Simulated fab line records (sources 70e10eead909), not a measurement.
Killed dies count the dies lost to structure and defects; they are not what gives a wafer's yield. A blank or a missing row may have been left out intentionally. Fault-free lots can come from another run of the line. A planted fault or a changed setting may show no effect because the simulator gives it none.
A struck lot beside a sound one / flow nand-harc / 41 out of 1159 route steps
Sound: the wafers L513.3, L513.4, L513.6. Struck: wafers L528.2, L528.4, L528.5. The cause comes at the end.
For every step that has rows: the tool of each side, followed by ch and its chambers, followed by its first start. Under that, the readings that differ: sound wafers / struck wafers / difference of the means / sigmas: that difference in standard deviations of wafers without a fault.
alike: same words and numbers on both sides, and readings whose means sit less than 2 such deviations apart. not compared: any withheld reading, any reading some wafer has no value for, any bound like >300 that may hide the same value, and any number with overlapping values for which the record gives no deviation.
The two part at a step that has a row with sigmas, a row that says differs or no value, or rows on one side only. Non-overlapping numbers with no deviation appear without sigmas and do not part them. A reading that every wafer of one side lacks parts them only if that side has two wafers or more.

NHARC_A_M1_INSPECT_11:
  sound on defect-inspect-01, day 17 20:54; struck on defect-inspect-02, day 21 14:35
  alike: raw-defect-count
then, 3 steps without rows for these wafers: NHARC_A_M1_DESCUM_14 (chemistry O2, time 3 s); NHARC_A_M1_ETCH_35 (etches the open film in N2/H2, target depth 40 nm, overetch 12 nm, time 43.94 s); NHARC_A_M1_ETCH_15 (etches the open film in C4F8/Ar, target depth 182.5 nm, time 91.2 s).
NHARC_A_M1_CD_MEAS_16:
  sound on cd-sem-02, day 17 21:17; struck on cd-sem-02, day 21 14:57
  alike: cd-nm
NHARC_A_M1_STRIP_18: strips in N2/H2.
  sound on rie-diel-05 ch 1,2, day 17 21:23; struck on rie-diel-05 ch 0,3, day 21 15:03
reading=rf-vpp-V (V); sound=90.1 90.3 88.6; struck=91.3 91.8 91.8; difference=+2.0; sigmas=+2
  alike: drypump-motor-current-A, oes-product-au, showerhead-plenum-p-Torr, throttle-valve-pct
  not compared: rf-hours-counter-h
NHARC_A_M1_ETCH_28: etches the open film in CF4/N2, target depth 30 nm, time 72.99 s.
  sound on rie-diel-05 ch 1,2; struck on rie-diel-05 ch 0,1,3
  alike: drypump-motor-current-A, oes-product-au, rf-vpp-V, showerhead-plenum-p-Torr, throttle-valve-pct
  not compared: rf-hours-counter-h
then, 4 steps without rows for these wafers: NHARC_A_M1_STRIP_19 (strips in post etch residue remover, time 600 s); NHARC_A_M1_DEGAS_29 (time 60 s); NHARC_A_M1_PRE_CLEAN_30 (time 30 s); NHARC_A_M1_PVD_20 (deposits TaN, target thk 5 nm, time 8.06 s).
NHARC_A_M1_PVD_21: deposits Cu, target thk 30 nm, time 20.49 s.
  sound on pvd-sputter-02; struck on pvd-sputter-02
  alike: throttle-valve-pct
NHARC_A_M1_ECD_22: material Cu, target thk 400 nm.
  sound on ecd-cu-01 ch 0,1, day 17 22:28; struck on ecd-cu-01 ch 0,1, day 21 16:05
then, 1 step without rows for these wafers: NHARC_A_M1_ANNEAL_31 (time 90 s).
NHARC_A_M1_CMP_23: polishes, t overpolish 20 s, target thk 154.34 nm.
  sound on cmp-04 ch 1,2, day 17 23:07; struck on cmp-04 ch 0,1,2, day 21 16:55
  alike: motor-current-A, time-to-endpoint-s
NHARC_A_M1_THK_MEAS_24: measures by xrf.
  sound on film-metro-01, day 17 23:24; struck on film-metro-02, day 21 17:13
  alike: thk-nm
then, 5 steps without rows for these wafers: NHARC_A_M1_SRD_25; NHARC_A_M1_PRE_CLEAN_32 (time 12 s); NHARC_A_M1_DEP_33 (deposits SiCN, target thk 30 nm); NHARC_A_BONDPAD_DEP_00 (deposits SiCN, target thk 250 nm); NHARC_A_BONDPAD_CMP_29 (polishes SiCN, target thk 200 nm).
NHARC_A_BONDPAD_THK_MEAS_30: measures by ellipsometry.
  sound on film-metro-01, day 18 00:56; struck on film-metro-02, day 21 18:43
  alike: thk-nm
then, 10 steps without rows for these wafers: NHARC_A_BONDPAD_SRD_31; NHARC_A_BONDPAD_DEHYDRATE_01 (time 120 s); NHARC_A_BONDPAD_HMDS_02 (time 30 s); NHARC_A_BONDPAD_COAT_33 (time 65 s); NHARC_A_BONDPAD_COAT_03 (resist thk 600 nm); NHARC_A_BONDPAD_SOFTBAKE_04 (time 70 s); NHARC_A_BONDPAD_EBR_05; NHARC_A_BONDPAD_EXPOSE_06 (exposes mask A BPAD); NHARC_A_BONDPAD_PEB_07 (peb time 80 s); NHARC_A_BONDPAD_DEVELOP_08 (time 50 s).
NHARC_A_BONDPAD_CD_MEAS_09: the cd target is 500 nm.
  sound on cd-sem-01 ch 0, day 18 01:30; struck on cd-sem-01 ch 0, day 21 19:17
  alike: cd-nm
NHARC_A_BONDPAD_OVL_MEAS_35:
  sound on overlay-02, day 18 01:35; struck on overlay-01, day 21 19:23
  alike: overlay-x-nm, overlay-y-nm
then, 1 step without rows for these wafers: NHARC_A_BONDPAD_HARDBAKE_10 (time 65 s).
NHARC_A_BONDPAD_DESCUM_11: chemistry O2, time 3 s.
  sound on rie-diel-04 ch 0,2, day 18 01:43; struck on rie-diel-03 ch 1,2, day 21 19:31
  alike: drypump-motor-current-A, oes-product-au, rf-vpp-V, showerhead-plenum-p-Torr, throttle-valve-pct
  not compared: rf-hours-counter-h
then, 2 steps without rows for these wafers: NHARC_A_BONDPAD_ETCH_34 (etches the open film in N2/H2, target depth 60 nm, overetch 18 nm, time 65.91 s); NHARC_A_BONDPAD_ETCH_12 (etches the open film in CHF3/O2, target depth 220 nm, time 110 s).
NHARC_A_BONDPAD_CD_MEAS_13:
  sound on cd-sem-01, day 18 02:02; struck on cd-sem-02, day 21 19:49
  alike: cd-nm
then, 1 step without rows for these wafers: NHARC_A_BONDPAD_STRIP_15 (strips in O2).
NHARC_END_SORT_01:
  sound on prober-02 ch 0, day 19 13:56; struck on prober-01 ch 0, day 23 02:48
reading=defect-limited-yield (%); sound=95.7 94.2 93.9; struck=51.6 53.5 56.6; difference=-40.7; sigmas=-31
reading=killed-at-array; sound=27 37 35; struck=325 314 291; difference=+277; sigmas=+32
reading=killed-dies; sound=29 39 41; struck=328 315 294; difference=+276; sigmas=+32
reading=sort_bin_2_pct (%); sound=1.8 1.8 1.6; struck=15.5 17.4 15.5; difference=+14.4; sigmas=+25
reading=sort_bin_3_pct (%); sound=0.30 0.15 0.59; struck=4.28 2.66 3.40; difference=+3.10; sigmas=+14
reading=sort_bin_4_pct (%); sound=2.2 3.8 3.8; struck=28.7 26.4 24.5; difference=+23.3; sigmas=+27
reading=sort-n-pass; sound=648 638 636; struck=349 362 383; difference=-276; sigmas=-32
reading=sort-rim-yield-pct (%); sound=97.2 97.2 98.1; struck=55.7 50.0 51.9; difference=-45.0; sigmas=-32
reading=sort-yield-pct (%); sound=95.7 94.2 93.9; struck=51.6 53.5 56.6; difference=-40.7; sigmas=-31
  alike: killed-at-other, killed-at-periphery, killed-open, killed-short

== WHERE THEY PART ==
Earliest at NHARC_A_M1_STRIP_18; latest, in this record, at NHARC_END_SORT_01.

WHY: what the simulator had put in
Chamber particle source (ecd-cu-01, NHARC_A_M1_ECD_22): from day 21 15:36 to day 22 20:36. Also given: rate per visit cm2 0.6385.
